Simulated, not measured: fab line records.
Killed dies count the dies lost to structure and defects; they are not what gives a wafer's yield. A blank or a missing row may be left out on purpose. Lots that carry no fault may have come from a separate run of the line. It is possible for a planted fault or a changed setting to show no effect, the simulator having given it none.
Matching of chambers -- flow nand-harc -- NHARC_P_M0_ETCH_34 on rie-diel-04: 4 sister chambers
The step etches the open film in N2/H2, target depth 40 nm, overetch 12 nm, time 43.94 s. 16 wafers are shown with their chamber, then 8 later ones without.

## WAFERS PAIRED WITH THEIR CHAMBERS
wafer,chamber,showerhead-plenum-p-Torr (Torr),rf-vpp-V (V),oes-product-au (a.u.)
L576.2,3,2.02,429.5,1.005
L576.4,0,1.99,429.0,0.993
L576.5,3,2.02,429.6,1.014
L578.3,2,2.17,434.0,0.994
L578.4,3,2.02,431.2,1.006
L578.5,0,1.99,430.2,1.006
L579.1,0,1.99,428.6,1.006
L579.3,1,1.97,427.7,0.989
L579.4,2,2.17,435.0,1.000
L583.2,0,1.99,428.9,0.996
L583.4,2,2.16,432.0,1.006
L583.5,2,2.16,434.7,0.995
L584.2,1,1.97,427.9,1.002
L584.3,2,2.16,434.6,1.002
L584.6,1,1.97,426.7,1.005
L587.2,2,2.16,433.4,0.999

SIGNATURES (averages over the wafers above)
reading,chamber 0,chamber 1,chamber 2,chamber 3,scatter within a chamber
showerhead-plenum-p-Torr,1.9900,1.9700,2.1633,2.0200,0.00333
rf-vpp-V,429.175,427.433,433.950,430.100,0.928
oes-product-au,1.00025,0.99867,0.99933,1.00833,0.00598
Rule: distance of a wafer from a chamber = root of the sum over the readings of ((wafer's reading minus chamber's mean) / reading's scatter) squared. If the next closest chamber is less than 2 further off than the closest, the wafer can't be placed; otherwise it belongs to the closest. The scatter is the square root of a quotient: the sum, over the shown wafers, of each reading's squared deviation from its chamber's mean, divided by wafers minus chambers.

## WAFERS WITH NO CHAMBER GIVEN
wafer,showerhead-plenum-p-Torr (Torr),rf-vpp-V (V),oes-product-au (a.u.)
L587.5,2.16,433.2,1.000
L587.6,1.97,428.7,0.994
L589.1,2.01,430.6,0.984
L589.3,2.16,433.7,1.004
L589.6,2.01,430.3,0.987
L590.1,1.96,427.8,1.000
L590.4,2.01,431.2,0.993
L590.5,1.98,430.9,1.004

## WHICH CHAMBER EACH WENT THROUGH
wafer,from the rows above,in truth
L587.5,2,2
L587.6,1,1
L589.1,can't be placed: 3 or 0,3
L589.3,2,2
L589.6,can't be placed: 3 or 0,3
L590.1,1,1
L590.4,3,3
L590.5,can't be placed: 0 or 1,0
Placed correctly: 5 of 8. Can't be placed from these rows: 3 (the true chamber is among the candidates in 3). Placed wrongly: 0.
